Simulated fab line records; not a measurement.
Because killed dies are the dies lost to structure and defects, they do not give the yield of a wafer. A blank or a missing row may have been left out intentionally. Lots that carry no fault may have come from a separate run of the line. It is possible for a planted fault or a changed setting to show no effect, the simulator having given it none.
fab line records	flow n5_finfet
record lots=9	wafers=25	last_day=18
route steps=1938 shown BEOL_M2@866 BEOL_M4@1111 PASSIVATION@1936
lots with no fault: from the same line, run without faults
start_h: hours from the record's opening day to when the first of the lot's shown wafers began	wait_h: hours elapsed since this lot's preceding step	" as in the row above	L1.1+2: one row covering several wafers at once	- either no value or no given start	* or withheld: withheld	< > ~ a bound
route shown NAME@n: names a module that has steps shown in the file, with the first one's number in the route	usual: mean and standard deviation over wafers with no fault	same: alike in all rows	chamber/n: place in a boat	sites: per-site readings	_std_site: standard deviation across them	_edge_site: inner sites' mean taken away from outer sites' mean	radius_mm: for every site, how far away it sits from the centre of the wafer	mask NAME#n: copy n	behind: the most recent tool/chamber to have shaped the wafer	hold: why the lot went on hold/how many hours it stayed there/how the hold came to an end	device: the n, p or np transistor that did not switch	end of line: the same wafers' tests at the end of the route	a step with no rows: only its recipe	killed: at the first sort, the dies lost to defects and structure; wafer yield is something else	map: a wafer's dies, x killed, . not, _ none there
set.NAME: setting as actually run; set.NAME@STEP: the setting as run at that earlier step	model.NAME: the simulator's own value behind a step, which no gauge read
one table for each step of the route and one row for each wafer, over a sample of lots
services: when a tool's chamber went out of use (start_h, in hours from the record's first day, below 0 if earlier), for how many hours, and the reason
## steps
# step N5_BEOL_M2_CD_MEAS_18
# recipe pitch_nm=36	target_cd_nm=18
# usual cd_nm=18.2/0.41
lot.wafer	tool	chamber	start_h	wait_h	cd_nm
L638.1	cd_sem-03	-	156.61	0.1	18.4
L638.3	"	-	"	"	18.8
L638.6	"	-	"	"	18.8
L639.2	cd_sem-01	-	172.97	0.1	18.1
L639.4	"	-	"	"	18.9
L639.6	"	-	"	"	18.1
L642.1	cd_sem-01	-	174.24	0.0	17.6
L642.5	"	-	"	"	17.9
L644.2	cd_sem-02	-	179.55	0.1	18.4
L644.4	"	-	"	"	18.9
L653.2	cd_sem-02	-	240.47	0.1	17.8
L653.3	"	-	"	"	18.5
L653.5	"	-	"	"	17.9
L652.3	cd_sem-03	-	241.10	0.1	18.8
L652.4	"	-	"	"	18.1
L652.6	"	-	"	"	18.4
L655.3	cd_sem-02	-	250.51	0.1	18.7
L655.5	"	-	"	"	18.3
L655.6	"	-	"	"	18.8
L656.2	cd_sem-01	-	259.79	0.1	18.3
L656.3	"	-	"	"	17.4
L656.6	"	-	"	"	18.1
L658.4	cd_sem-03	-	277.14	0.1	17.8
L658.5	"	-	"	"	17.6
L658.6	"	-	"	"	18.3
# step N5_BEOL_M2_DESCUM_33
# recipe chemistry=O2	time_s=7	source_power_w=50	bias_power_w=20	pressure_mtorr=20	rf_frequency_hz=2.712e+07	temp_c=40	resist=CAR-EUV	o2_flow_sccm=225
# usual drypump_motor_current_A=5.9/0.47	oes_product_au=0.79/0.09	rf_fwd_power_W=49.36/0.27	rf_vpp_V=243.1/1.4	showerhead_plenum_p_Torr=2.10/0.071	throttle_valve_pct=20.35/0.21
lot.wafer	tool	chamber	start_h	wait_h	drypump_motor_current_A	oes_product_au	rf_fwd_power_W	rf_hours_counter_h	rf_vpp_V	showerhead_plenum_p_Torr	throttle_valve_pct
L638.1	rie_diel-06	1	157.05	0.0	5.8	0.82	48.94	76	242.7	2.04	20.22
L638.3	"	2	"	"	4.9	0.73	48.99	201	242.2	2.09	20.54
L638.6	"	0	"	"	6.4	0.76	49.26	-	243.6	2.10	20.15
L639.2	rie_diel-06	2	173.77	0.3	4.9	0.72	48.99	212	241.3	2.09	20.56
L639.4	"	1	"	"	5.8	0.84	48.94	-	242.0	2.04	20.27
L639.6	"	0	"	"	6.4	0.75	49.05	-	242.7	2.09	20.16
L642.1	rie_diel-06	1	175.61	1.0	5.8	0.81	48.83	88	241.3	2.04	20.26
L642.5	"	0	"	"	6.4	0.74	49.51	-	244.0	2.09	20.16
L644.2	rie_diel-06	2	179.99	0.0	4.9	0.72	49.55	215	242.5	2.09	20.56
L644.4	"	0	"	"	6.4	0.74	49.33	-	244.0	2.09	20.17
L653.2	rie_diel-02	1	240.91	0.0	6.3	0.82	49.79	78	243.6	2.12	20.48
L653.3	"	2	"	"	5.9	1.01	49.58	2	241.9	2.05	20.11
L653.5	"	0	"	"	5.8	0.71	49.58	-	241.8	2.01	20.45
L652.3	rie_diel-06	0	241.54	0.0	6.4	0.73	49.35	157	242.3	2.08	20.20
L652.4	"	1	"	"	5.8	0.79	48.75	113	242.4	2.03	20.31
L652.6	"	1	"	"	5.8	0.79	49.18	-	242.4	2.03	20.30
L655.3	rie_diel-02	0	250.96	0.0	5.8	0.69	49.24	209	242.7	2.01	20.44
L655.5	"	0	"	"	5.8	0.69	49.56	-	240.9	2.00	20.47
L655.6	"	1	"	"	6.3	0.81	49.75	-	243.1	2.12	20.47
L656.2	rie_diel-06	1	260.45	0.0	5.8	0.78	49.06	121	243.0	2.03	20.32
L656.3	"	0	"	"	6.4	0.72	49.38	165	243.0	2.08	20.22
L656.6	"	2	"	"	4.9	0.70	49.09	-	242.2	2.08	20.62
L658.4	rie_diel-06	0	277.61	0.1	6.4	0.72	49.42	-	242.6	2.08	20.21
L658.5	"	3	"	"	6.4	0.75	49.43	-	244.7	2.18	20.52
L658.6	"	1	"	"	5.7	0.78	48.86	-	241.8	2.03	20.32
# step N5_BEOL_M2_ETCH_77
# recipe chemistry=N2/H2	target=underlayer	target_depth_a=65	mask_material=CAR-EUV	time_s=5.2	ion_energy_ev=200	pressure_mtorr=30	source_w=840	bias_w=150	n2_flow_sccm=200	h2_flow_sccm=200	ends=cleared
# usual drypump_motor_current_A=5.9/0.47	etch_rf_on_time_s=5.29/0.14	oes_product_au=0.67/0.076	rf_fwd_power_W=819.5/2.3	rf_vpp_V=523.9/2.8	showerhead_plenum_p_Torr=2.54/0.098	throttle_valve_pct=17.79/0.26
lot.wafer	tool	chamber	start_h	wait_h	drypump_motor_current_A	etch_rf_on_time_s	oes_product_au	rf_fwd_power_W	rf_hours_counter_h	rf_vpp_V	showerhead_plenum_p_Torr	throttle_valve_pct
L638.1	rie_diel-06	1	157.08	0.0	5.8	5.37	0.69	823.0	76	524.0	2.47	17.65
L638.3	"	2	"	"	4.9	5.16	0.63	815.2	201	522.7	2.53	18.06
L638.6	"	0	"	"	6.4	5.31	0.64	820.0	-	524.2	2.57	17.78
L639.2	rie_diel-06	2	173.80	0.0	4.9	5.22	0.62	817.7	212	522.1	2.53	18.05
L639.4	"	1	"	"	5.8	5.42	0.68	821.0	-	520.7	2.47	17.66
L639.6	"	0	"	"	6.4	5.42	0.64	819.1	-	522.3	2.56	17.81
L642.1	rie_diel-06	1	175.64	0.0	5.8	5.46	0.68	811.9	88	521.7	2.47	17.66
L642.5	"	0	"	"	6.4	5.40	0.63	817.5	-	523.5	2.56	17.81
L644.2	rie_diel-06	2	180.03	0.0	4.9	5.20	0.62	818.6	215	521.7	2.53	18.07
L644.4	"	0	"	"	6.4	5.30	0.64	816.8	-	522.4	2.56	17.80
L653.2	rie_diel-02	1	240.95	0.0	6.3	5.35	0.68	815.4	78	524.4	2.56	17.73
L653.3	"	2	"	"	5.9	5.28	0.86	819.2	2	522.4	2.48	17.32
L653.5	"	0	"	"	5.8	5.32	0.60	817.7	-	520.3	2.40	17.71
L652.3	rie_diel-06	0	241.57	0.0	6.4	5.34	0.62	820.2	157	521.9	2.55	17.86
L652.4	"	1	"	"	5.8	5.44	0.66	821.0	113	522.3	2.46	17.71
L652.6	"	1	"	"	5.8	5.47	0.67	819.7	-	519.7	2.45	17.72
L655.3	rie_diel-02	0	250.99	0.0	5.8	5.31	0.59	818.2	209	522.1	2.40	17.71
L655.5	"	0	"	"	5.8	5.35	0.58	817.7	-	517.2	2.40	17.69
L655.6	"	1	"	"	6.3	5.37	0.69	820.8	-	525.2	2.56	17.74
L656.2	rie_diel-06	1	260.48	0.0	5.7	5.56	0.63	821.4	121	520.6	2.45	17.73
L656.3	"	0	"	"	6.4	5.33	0.61	818.3	165	523.7	2.55	17.86
L656.6	"	2	"	"	4.9	5.26	0.60	822.2	-	520.9	2.51	18.13
L658.4	rie_diel-06	0	277.63	0.0	6.4	5.28	0.60	819.9	-	523.5	2.55	17.88
L658.5	"	3	"	"	6.4	5.19	0.64	822.2	-	528.0	2.65	17.99
L658.6	"	1	"	"	5.8	5.42	0.64	818.9	-	522.6	2.45	17.75
# step N5_BEOL_M2_ETCH_69
# recipe chemistry=CF4	target=SiARC	target_depth_a=156	mask_material=CAR-EUV	time_s=26	ion_energy_ev=80	pressure_mtorr=40	source_w=545	bias_w=36	Ar_flow_sccm=100	cf4_flow_sccm=100	ends=cleared
# usual drypump_motor_current_A=5.9/0.48	etch_rf_on_time_s=26.4/0.75	oes_product_au=0.67/0.076	rf_fwd_power_W=532.7/2.6	rf_vpp_V=184.1/1.2	showerhead_plenum_p_Torr=2.14/0.074	throttle_valve_pct=15.53/0.18
lot.wafer	tool	chamber	start_h	wait_h	drypump_motor_current_A	etch_rf_on_time_s	oes_product_au	rf_fwd_power_W	rf_hours_counter_h	rf_vpp_V	showerhead_plenum_p_Torr	throttle_valve_pct
L638.1	rie_diel-06	1	157.10	0.0	5.8	27.4	0.69	526.5	76	182.4	2.08	15.39
L638.3	"	2	"	"	4.9	26.2	0.63	531.8	201	182.9	2.12	15.62
L638.6	"	0	"	"	6.4	26.5	0.65	529.2	-	183.9	2.16	15.46
L639.2	rie_diel-06	2	173.82	0.0	4.9	19.3	0.74	532.8	212	183.2	2.12	15.63
L639.4	"	1	"	"	5.8	27.1	0.68	529.4	-	183.5	2.08	15.40
L639.6	"	0	"	"	6.4	26.4	0.64	530.8	-	184.6	2.16	15.50
L642.1	rie_diel-06	1	175.66	0.0	5.8	20.0	0.82	532.8	88	183.8	2.08	15.42
L642.5	"	0	"	"	6.4	26.4	0.65	528.9	-	185.2	2.16	15.48
L644.2	rie_diel-06	2	180.04	0.0	4.9	19.1	0.74	531.3	215	183.7	2.12	15.63
L644.4	"	0	"	"	6.4	26.4	0.64	528.2	-	185.0	2.16	15.48
L653.2	rie_diel-02	1	240.97	0.0	6.4	26.2	0.70	536.0	78	184.4	2.17	15.58
L653.3	"	2	"	"	5.9	26.4	0.85	531.9	2	185.2	2.13	15.37
L653.5	"	0	"	"	5.8	26.9	0.60	534.5	-	183.0	2.03	15.52
L652.3	rie_diel-06	0	241.59	0.0	6.4	26.4	0.62	532.0	157	184.2	2.15	15.52
L652.4	"	1	"	"	5.7	27.4	0.66	532.2	113	182.4	2.07	15.47
L652.6	"	1	"	"	5.7	27.5	0.65	532.7	-	181.9	2.07	15.48
L655.3	rie_diel-02	0	251.01	0.0	5.8	26.9	0.59	538.2	209	183.7	2.03	15.53
L655.5	"	0	"	"	5.8	27.0	0.59	536.5	-	181.1	2.03	15.53
L655.6	"	1	"	"	6.4	26.9	0.69	536.0	-	184.4	2.17	15.57
L656.2	rie_diel-06	1	260.50	0.0	5.7	27.3	0.65	531.7	121	184.3	2.07	15.48
L656.3	"	0	"	"	6.4	26.4	0.62	531.7	165	182.3	2.15	15.56
L656.6	"	2	"	"	4.9	26.4	0.60	530.3	-	185.2	2.11	15.68
L658.4	rie_diel-06	0	277.67	0.0	6.4	26.3	0.62	532.2	-	183.8	2.15	15.58
L658.5	"	3	"	"	6.4	26.0	0.65	536.4	-	185.2	2.23	15.63
L658.6	"	1	"	"	5.8	27.1	0.65	532.2	-	182.4	2.07	15.49
# step N5_BEOL_M4_RC_MEAS_101
# usual DIBL_N=37.2/2.5	DIBL_P=38/3	IOFF_N=0.17/0.044	IOFF_P=0.24/0.059	ION_N=667/13	ION_P=461/7.9	SS_N=71.8/0.86	SS_P=73.6/0.92	VT_N=250/4.1	VT_P=-249/3.9
lot.wafer	tool	chamber	start_h	wait_h	DIBL_N[mV/V]	DIBL_P[mV/V]	IOFF_N[nA/um]	IOFF_P[nA/um]	ION_N[uA/um]	ION_P[uA/um]	SS_N[mV/dec]	SS_P[mV/dec]	VT_N[mV]	VT_P[mV]
L638.1	prober-01	0	203.19	0.0	36.7	39	0.18	0.24	673	467	71.5	73.7	248	-250
L638.3	"	0	"	"	39.3	41	0.23	0.29	680	466	72.2	74.8	244	-248
L638.6	"	0	"	"	37.2	39	0.17	0.25	668	456	72.2	74.6	247	-250
L639.2	prober-01	0	211.06	0.2	35.1	35	0.12	0.19	652	454	72.0	72.7	254	-250
L639.4	"	0	"	"	40.7	40	0.22	0.27	674	462	72.6	74.5	250	-246
L639.6	"	0	"	"	40.2	42	0.23	0.34	677	461	73.0	75.4	245	-245
L642.1	prober-01	0	214.05	0.0	30.9	31	0.08	0.13	630	442	70.1	71.6	263	-256
L642.5	"	0	"	"	34.8	35	0.13	0.18	656	452	70.5	73.3	252	-253
L644.2	prober-02	0	216.51	0.2	38.5	38	0.18	0.27	677	480	71.3	73.6	249	-244
L644.4	"	0	"	"	37.5	36	0.16	0.22	670	459	71.0	73.3	247	-246
L653.2	prober-02	0	271.98	0.2	36.0	34	0.14	0.21	646	446	71.9	72.9	254	-249
L653.3	"	0	"	"	38.4	38	0.18	0.24	669	458	72.1	73.4	249	-248
L653.5	"	0	"	"	37.2	37	0.15	0.22	658	456	72.5	73.3	254	-251
L652.3	prober-01	0	276.84	0.3	38.4	40	0.20	0.29	673	465	72.1	74.4	247	-248
L652.4	"	0	"	"	36.6	37	0.15	0.25	659	464	70.8	73.8	248	-248
L652.6	"	0	"	"	36.0	36	0.15	0.22	669	462	71.0	73.1	250	-252
L655.3	prober-01	0	287.87	0.3	35.6	36	0.15	0.21	666	459	71.2	72.4	251	-251
L655.5	"	0	"	"	36.4	38	0.16	0.24	681	469	71.0	72.7	251	-248
L655.6	"	0	"	"	34.8	36	0.13	0.21	660	453	71.4	72.3	254	-252
L656.2	prober-01	0	290.89	0.2	37.1	36	0.14	0.22	651	452	71.5	73.0	254	-248
L656.3	"	0	"	"	35.6	36	0.14	0.22	666	464	71.0	73.4	250	-249
L656.6	"	0	"	"	39.0	39	0.18	0.28	665	464	72.2	74.2	249	-247
L658.4	prober-01	0	315.86	0.5	39.9	38	0.18	0.24	658	458	72.5	72.9	251	-249
L658.5	"	0	"	"	39.3	38	0.16	0.25	663	462	72.0	73.2	253	-246
L658.6	"	0	"	"	35.9	33	0.12	0.19	657	451	71.3	71.8	257	-251
# step N5_PASSIVATION_PROBE_49
# usual defect_limited_yield=91.5/1.4	killed_at_M0_to_M3=32/11	killed_at_M4_up=12/4.4	killed_at_contacts=13/6.1	killed_at_front_end=39/12	killed_at_other=3.9/3	killed_dies=100/17	killed_open=66/12	killed_short=33/7.4	sort_bin_5_function=5.0/0.95	sort_bin_6_memory=3.2/0.66	sort_bin_8_speed=0.0/0.33	sort_n_pass=1079/17	sort_yield_pct=91.4/1.5
# same gross_dies=1180	killed_at_back_side=0	sort_bin_4_leakage[%]=0
lot.wafer	tool	chamber	start_h	wait_h	defect_limited_yield[%]	killed_at_M0_to_M3	killed_at_M4_up	killed_at_contacts	killed_at_front_end	killed_at_other	killed_dies	killed_open	killed_short	sort_bin_5_function[%]	sort_bin_6_memory[%]	sort_bin_8_speed[%]	sort_n_pass	sort_yield_pct[%]
L638.1	prober-01	-	308.97	0.0	92.4	31	21	4	30	4	90	60	30	4.7	2.8	0	1090	92.4
L638.3	prober-01	-	309.07	0.1	91.3	26	12	14	44	7	103	67	33	5.0	3.6	0	1077	91.3
L638.6	prober-01	-	309.22	0.3	92.0	28	17	16	33	0	94	67	27	4.5	2.8	0	1086	92.0
L639.2	prober-01	-	325.23	0.1	90.6	40	7	18	38	8	111	80	29	4.7	4.0	0	1069	90.6
L639.4	prober-01	-	325.33	0.2	90.3	44	21	11	36	3	115	86	27	6.3	3.4	0	1065	90.3
L639.6	prober-01	-	325.43	0.3	91.6	37	10	10	40	2	99	61	35	4.9	3.2	0	1081	91.6
L642.1	prober-01	-	327.16	0.0	91.9	17	12	19	45	3	96	64	25	4.2	3.1	3.0	1049	88.9
L642.5	prober-01	-	327.36	0.2	90.8	26	14	15	49	4	108	69	39	5.8	2.7	0	1072	90.8
L644.2	prober-02	-	332.03	0.1	90.8	36	13	19	35	6	109	64	45	5.1	3.5	0	1071	90.8
L644.4	prober-02	-	332.13	0.2	93.1	18	6	10	46	2	82	46	36	3.6	3.1	0	1098	93.1
L653.2	prober-02	-	378.28	0.1	92.5	33	7	13	34	2	89	57	31	4.5	2.7	0	1091	92.5
L653.3	prober-02	-	378.33	0.1	91.4	31	14	9	39	8	101	62	36	4.5	3.9	0	1079	91.4
L653.5	prober-02	-	378.43	0.2	94.1	26	8	4	28	4	70	40	30	3.6	2.2	0	1110	94.1
L652.3	prober-01	-	392.21	0.1	92.9	19	16	23	25	1	84	63	20	4.2	2.8	0	1096	92.9
L652.4	prober-01	-	392.26	0.2	93.8	19	13	12	27	2	73	50	22	3.1	2.7	0	1107	93.8
L652.6	prober-01	-	392.36	0.3	92.7	26	20	12	25	3	86	57	27	4.3	2.9	0	1094	92.7
L655.3	prober-02	-	394.13	0.1	92.4	29	10	4	42	5	90	62	23	4.2	2.9	0	1090	92.4
L655.5	prober-02	-	394.23	0.2	90.8	45	14	1	43	6	109	71	38	4.8	4.1	0	1071	90.8
L655.6	prober-02	-	394.28	0.3	92.1	38	10	10	34	1	93	60	32	5.1	2.5	0	1087	92.1
L656.2	prober-02	-	396.77	0.1	92.2	36	10	12	32	2	92	55	37	5.0	2.6	0	1088	92.2
L656.3	prober-02	-	396.82	0.1	93.8	23	14	15	17	4	73	47	24	3.8	2.3	0	1107	93.8
L656.6	prober-02	-	396.97	0.3	93.5	16	19	10	31	1	77	47	30	3.6	2.5	0	1103	93.5
L658.4	prober-01	-	432.62	0.2	90.7	28	8	14	51	9	110	76	29	4.7	3.6	0	1070	90.7
L658.5	prober-01	-	432.67	0.2	90.3	39	13	10	47	5	114	72	42	5.7	3.4	0	1066	90.3
L658.6	prober-01	-	432.72	0.3	89.6	35	5	22	54	7	123	84	39	5.9	4.2	0	1057	89.6
# killed by level:class
L638.1 BEOL_M4:geometric_particle:open=10 BEOL_M2:geometric_particle:open=9 GATE_CUT:geometric_particle:short=8 BEOL_M0_SAQP:geometric_particle:short=6 FIN_SAQP:geometric_particle:open=5 BEOL_M1:geometric_particle:open=5 ILD0:geometric_particle:short=4 BEOL_M0_SAQP:geometric_particle:open=4
L638.3 STI_FIN_REVEAL:geometric_particle:open=11 MOL_CONTACT_COAG:geometric_particle:open=11 BEOL_M1:geometric_particle:open=8 BEOL_M2:geometric_particle:open=7 FIN_SAQP:geometric_particle:short=5 DUMMY_GATE:geometric_particle:open=5 BEOL_M1:geometric_particle:short=5 ILD0:geometric_particle:open=4
L638.6 MOL_CONTACT_COAG:geometric_particle:open=13 BEOL_M1:geometric_particle:open=11 FIN_SAQP:geometric_particle:short=9 BEOL_M4:geometric_particle:open=6 FIN_SAQP:geometric_particle:open=5 STI_FIN_REVEAL:geometric_particle:open=5 BEOL_M0_SAQP:geometric_particle:open=5 BEOL_M2:geometric_particle:open=5
L639.2 BEOL_M1:geometric_particle:open=11 BEOL_M2:geometric_particle:open=11 FIN_SAQP:geometric_particle:open=10 MOL_CONTACT_COAG:geometric_particle:open=9 MOL_CONTACT_COAG:geometric_particle:short=8 BEOL_M0_SAQP:geometric_particle:open=7 BEOL_M3:geometric_particle:open=5 STI_FIN_REVEAL:geometric_particle:open=4
L639.4 BEOL_M3:geometric_particle:open=13 FIN_SAQP:geometric_particle:open=11 BEOL_M2:geometric_particle:open=11 MOL_CONTACT_COAG:geometric_particle:open=8 BEOL_M4:geometric_particle:open=7 FIN_SAQP:geometric_particle:short=6 BEOL_M0_SAQP:geometric_particle:open=6 BEOL_M0_SAQP:geometric_particle:short=6
L639.6 FIN_SAQP:geometric_particle:short=14 BEOL_M1:geometric_particle:open=10 MOL_CONTACT_COAG:geometric_particle:open=8 BEOL_M0_SAQP:geometric_particle:open=7 DUMMY_GATE:geometric_particle:open=5 GATE_CUT:geometric_particle:short=5 BEOL_M0_SAQP:geometric_particle:short=5 BEOL_M8:geometric_particle:open=4
L642.1 MOL_CONTACT_COAG:geometric_particle:open=16 STI_FIN_REVEAL:geometric_particle:open=15 STI_FIN_REVEAL:geometric_particle:short=6 BEOL_M4:geometric_particle:open=6 HKMG_FIN:area_etch=6 BEOL_M0_SAQP:geometric_particle:open=4 FIN_SAQP:geometric_particle:short=4 GATE_CUT:geometric_particle:short=4
L642.5 STI_FIN_REVEAL:geometric_particle:open=15 FIN_SAQP:geometric_particle:short=13 MOL_CONTACT_COAG:geometric_particle:open=12 BEOL_M0_SAQP:geometric_particle:short=8 BEOL_M0_SAQP:geometric_particle:open=8 BEOL_M4:geometric_particle:open=8 GATE_CUT:geometric_particle:short=6 FIN_SAQP:geometric_particle:open=4
L644.2 MOL_CONTACT_COAG:geometric_particle:open=16 BEOL_M0_SAQP:geometric_particle:short=11 STI_FIN_REVEAL:geometric_particle:open=9 FIN_SAQP:geometric_particle:short=8 BEOL_M0_SAQP:geometric_particle:open=8 BEOL_M2:geometric_particle:open=6 BEOL_M3:geometric_particle:short=5 BEOL_M5:geometric_particle:open=5
L644.4 FIN_SAQP:geometric_particle:short=8 MOL_CONTACT_COAG:geometric_particle:open=7 FIN_SAQP:geometric_particle:open=6 STI_FIN_REVEAL:geometric_particle:open=6 STI_FIN_REVEAL:geometric_particle:short=5 BEOL_M0_SAQP:geometric_particle:short=5 STARTING-WAFER:geometric_particle:open=4 BEOL_M1:geometric_particle:open=4
L653.2 STI_FIN_REVEAL:geometric_particle:open=12 BEOL_M2:geometric_particle:open=9 MOL_CONTACT_COAG:geometric_particle:open=8 FIN_SAQP:geometric_particle:short=6 MOL_CONTACT_COAG:geometric_particle:short=4 BEOL_M0_SAQP:geometric_particle:short=4 BEOL_M0_SAQP:geometric_particle:open=4 BEOL_M1:geometric_particle:open=4
L653.3 FIN_SAQP:geometric_particle:open=10 BEOL_M0_SAQP:geometric_particle:open=10 BEOL_M4:geometric_particle:open=8 GATE_CUT:geometric_particle:short=7 MOL_CONTACT_COAG:geometric_particle:open=7 BEOL_M0_SAQP:geometric_particle:short=7 FIN_SAQP:geometric_particle:short=5 STI_FIN_REVEAL:geometric_particle:open=5
L653.5 FIN_SAQP:geometric_particle:short=6 BEOL_M3:geometric_particle:open=5 STARTING-WAFER:geometric_particle:short=5 FIN_SAQP:geometric_particle:open=4 BEOL_M0_SAQP:geometric_particle:short=4 BEOL_M2:geometric_particle:open=4 BEOL_M4:geometric_particle:open=4 STI_FIN_REVEAL:geometric_particle:open=3
L652.3 MOL_CONTACT_COAG:geometric_particle:open=19 BEOL_M4:geometric_particle:open=13 GATE_CUT:geometric_particle:short=7 BEOL_M2:geometric_particle:open=7 STI_FIN_REVEAL:geometric_particle:open=4 MOL_CONTACT_COAG:geometric_particle:short=3 BEOL_M0_SAQP:geometric_particle:open=3 BEOL_M1:geometric_particle:open=3
L652.4 MOL_CONTACT_COAG:geometric_particle:open=10 FIN_SAQP:geometric_particle:open=6 BEOL_M2:geometric_particle:open=6 BEOL_M0_SAQP:geometric_particle:open=5 BEOL_M4:geometric_particle:open=5 STARTING-WAFER:geometric_particle:short=5 FIN_SAQP:geometric_particle:short=4 GATE_CUT:geometric_particle:open=3
L652.6 BEOL_M4:geometric_particle:open=13 MOL_CONTACT_COAG:geometric_particle:open=9 BEOL_M1:geometric_particle:open=8 DUMMY_GATE:geometric_particle:open=4 GATE_CUT:geometric_particle:open=4 GATE_CUT:geometric_particle:short=4 BEOL_M0_SAQP:geometric_particle:open=4 BEOL_M3:geometric_particle:short=4
L655.3 FIN_SAQP:geometric_particle:open=11 BEOL_M0_SAQP:geometric_particle:open=9 BEOL_M1:geometric_particle:open=6 BEOL_M2:geometric_particle:open=6 FIN_SAQP:geometric_particle:short=5 DUMMY_GATE:geometric_particle:open=5 STI_FIN_REVEAL:geometric_particle:open=3 GATE_CUT:geometric_particle:short=3
L655.5 BEOL_M2:geometric_particle:open=14 FIN_SAQP:geometric_particle:open=10 FIN_SAQP:geometric_particle:short=8 BEOL_M0_SAQP:geometric_particle:short=8 BEOL_M3:geometric_particle:open=8 STI_FIN_REVEAL:geometric_particle:open=6 BEOL_M4:geometric_particle:open=6 DUMMY_GATE:geometric_particle:open=4
L655.6 FIN_SAQP:geometric_particle:open=12 BEOL_M0_SAQP:geometric_particle:short=12 BEOL_M1:geometric_particle:open=9 MOL_CONTACT_COAG:geometric_particle:open=8 BEOL_M0_SAQP:geometric_particle:open=8 FIN_SAQP:geometric_particle:short=5 STI_FIN_REVEAL:geometric_particle:open=4 BEOL_M1:geometric_particle:short=4
L656.2 BEOL_M0_SAQP:geometric_particle:short=12 MOL_CONTACT_COAG:geometric_particle:open=9 BEOL_M3:geometric_particle:open=8 FIN_SAQP:geometric_particle:short=8 BEOL_M0_SAQP:geometric_particle:open=8 GATE_CUT:geometric_particle:short=5 FIN_SAQP:geometric_particle:open=4 BEOL_M2:geometric_particle:open=4
L656.3 MOL_CONTACT_COAG:geometric_particle:open=12 BEOL_M0_SAQP:geometric_particle:open=6 BEOL_M4:geometric_particle:open=5 BEOL_M0_SAQP:geometric_particle:short=4 BEOL_M1:geometric_particle:short=4 STI_FIN_REVEAL:geometric_particle:open=3 DUMMY_GATE:geometric_particle:open=3 MOL_CONTACT_COAG:geometric_particle:short=3
L656.6 MOL_CONTACT_COAG:geometric_particle:open=8 BEOL_M4:geometric_particle:open=7 GATE_CUT:geometric_particle:short=6 STARTING-WAFER:geometric_particle:short=6 BEOL_M0_SAQP:geometric_particle:open=5 FIN_SAQP:geometric_particle:open=4 FIN_SAQP:geometric_particle:short=4 STI_FIN_REVEAL:geometric_particle:open=3
L658.4 FIN_SAQP:geometric_particle:open=19 MOL_CONTACT_COAG:geometric_particle:open=11 BEOL_M0:geometric_particle:open=6 BEOL_M0_SAQP:geometric_particle:short=5 BEOL_M0_SAQP:geometric_particle:open=5 HKMG_FIN:area_etch=5 FIN_SAQP:geometric_particle:short=4 DUMMY_GATE:geometric_particle:open=4
L658.5 FIN_SAQP:geometric_particle:open=11 BEOL_M0_SAQP:geometric_particle:open=11 BEOL_M3:geometric_particle:open=9 GATE_CUT:geometric_particle:short=8 BEOL_M0_SAQP:geometric_particle:short=8 BEOL_M4:geometric_particle:open=8 MOL_CONTACT_COAG:geometric_particle:open=6 BEOL_M1:geometric_particle:open=6
L658.6 MOL_CONTACT_COAG:geometric_particle:open=16 BEOL_M2:geometric_particle:open=9 FIN_SAQP:geometric_particle:open=8 STI_FIN_REVEAL:geometric_particle:open=7 BEOL_M3:geometric_particle:open=7 MOL_CONTACT_COAG:geometric_particle:short=6 FIN_SAQP:geometric_particle:short=5 DUMMY_GATE:geometric_particle:open=5
## services
tool	chamber	start_h	hours	kind
rie_diel-02	-	158.13	14.6	pm
rie_diel-06	2	189.17	6.4	repair
rie_diel-06	-	195.09	0.2	repair
rie_diel-02	2	211.37	-	clean
rie_diel-02	2	211.37	-	consumable_replace:focus_ring
rie_diel-02	2	211.37	23.8	scheduled_down
rie_diel-02	2	211.37	23.8	vent_cycle
rie_diel-02	3	235.38	-	clean
rie_diel-02	3	235.38	-	consumable_replace:focus_ring
rie_diel-06	2	274.97	-	clean
rie_diel-06	2	274.97	-	consumable_replace:focus_ring
rie_diel-06	2	274.97	20.6	scheduled_down
rie_diel-06	2	274.97	20.6	vent_cycle
## key
first_sign step=N5_BEOL_M2_ETCH_69	reading=etch_rf_on_time_s	direction=down	sigmas=9.2	usual=*	struck=*
effect none on later readings
met_at N5_BEOL_M2_ETCH_69
struck_lots L639,L642,L644
struck_wafers L639.2,L642.1,L644.2
not_acting_at N5_BEOL_M2_CD_MEAS_18,N5_BEOL_M2_DESCUM_33,N5_BEOL_M2_ETCH_77
onset_between 157.10 173.82
fault kind=process_parameter_drift	tool=rie_diel-06	chamber=-	onset_h=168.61	steps=N5_BEOL_M2_ETCH_69	channel=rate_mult	offset=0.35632	shape=step	end_h=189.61	scope=struck_wafers_only
